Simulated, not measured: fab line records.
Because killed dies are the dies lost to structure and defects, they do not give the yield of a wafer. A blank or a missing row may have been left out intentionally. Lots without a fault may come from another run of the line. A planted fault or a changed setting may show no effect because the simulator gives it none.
A struck lot beside a sound one / flow n5 finfet / 14 out of 1938 route steps
Sound: the wafers L570.3, L570.5, L570.6. Wafers struck: L567.3, L567.4, L567.6. At the end, the cause is stated.
Order at every step that has rows: each side's tool, ch and its chambers, its first start. Under that, the readings that differ: sound wafers / struck wafers / difference of the means / sigmas: that difference in standard deviations of wafers without a fault.
alike: readings with means less than 2 such deviations apart, plus words and numbers identical on both sides. not compared: withheld readings, readings lacking a value on some wafer, bounds such as >300 that could conceal the same value, and numbers that have no deviation in the record and whose values overlap.
Wherever a step has rows on one side only, a row that says differs or no value, or a row with sigmas, the two part there. When numbers do not overlap yet have no deviation, they are printed without sigmas and do not part them. A reading missing from all wafers of one side parts the sides only when that side holds two or more wafers.

N5_BEOL_M12_PRE_CLEAN_42: time 30 s.
  sound: pvd sputter-01 at day 14 13:49; struck: pvd sputter-02 at day 13 15:44
  alike: heater power w
then, 2 steps without rows for these wafers: N5_BEOL_M12_SPUTTER_43 (material TaN, target thk 15 nm, time 24.19 s); N5_BEOL_M12_SPUTTER_44 (material Ta, target thk 10 nm, time 16.13 s).
N5_BEOL_M12_SPUTTER_45: material Cu, target thk 80 nm, time 13.33 s.
  sound: pvd sputter-01 at day 14 14:01; struck: pvd sputter-02 at day 13 15:57
  alike: throttle valve pct
then, 1 step without rows for these wafers: N5_BEOL_M12_ECD_47 (material Cu, target thk 720 nm).
N5_BEOL_M12_ANNEAL_48: time 90 s.
  sound on rtp anneal-01 ch 0, day 14 14:22; struck on rtp anneal-01 ch 0, day 13 16:18
  alike: wafer_temp_C_max
N5_BEOL_M12_CMP_49: polishes, stops on SiOC, t overpolish 20.6 s, target thk 320 nm.
  sound on cmp-04 ch 0,2,3, day 14 14:41; struck on cmp-04 ch 0,1, day 13 16:31
  alike: barrier field endpoint s, motor current A, overpolish run s, slurry flow ml min
  not compared: pad life wafers
N5_BEOL_M12_THK_MEAS_50: measures by xrf.
  sound: film metro-02 at day 14 14:52; struck: film metro-01 at day 13 16:49
  alike: M12_THK
then, 1 step without rows for these wafers: N5_BEOL_M12_PRE_CLEAN_52 (time 15 s).
N5_BEOL_M12_DEP_53: deposits SiCN from 3MS/NH3, target thk 30 nm, time 10.5 s.
  sound on pecvd-03 ch 1,2, day 14 14:55; struck on pecvd-03 ch 0,1,2, day 13 16:53
  alike: rf fwd power W, showerhead plenum p Torr, throttle valve pct
N5_BEOL_M12_RS_MEAS_54: measurement is done with a four-point probe.
  sound: film metro-01 at day 14 14:59; struck: film metro-01 at day 13 16:57
  alike: M12_RS
N5_BEOL_M12_INSPECT_55: inspects for defects (darkfield).
  sound: defect inspect-01 at day 14 15:01; struck: defect inspect-01 at day 13 16:58
  alike: raw defect count
N5_BEOL_M13_ILD_DEP_00: deposits SiOC from DEMS/O2, target thk 837.92 nm, time 166.4 s.
  sound on pecvd-01 ch 0,2, day 14 15:03; struck on pecvd-04 ch 1,2, day 13 17:04
reading=susceptor temp C (C); sound=350.42 350.00 349.85; struck=347.49 347.38 347.35; difference=-2.68; sigmas=-12
  alike: heater power w, rf fwd power W, showerhead plenum p Torr, throttle valve pct
N5_BEOL_M13_THK_MEAS_01:
  sound: film metro-02 at day 14 15:12; struck: film metro-01 at day 13 17:13
  alike: M13_ILD_THK

WHERE THEY PART
Within this record, at N5_BEOL_M13_ILD_DEP_00 only. Later steps at which nothing parts them and some readings are alike: N5_BEOL_M13_THK_MEAS_01.

WHY: what the simulator had put in
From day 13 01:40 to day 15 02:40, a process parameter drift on pecvd-04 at N5_BEOL_M13_ILD_DEP_00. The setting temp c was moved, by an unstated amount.
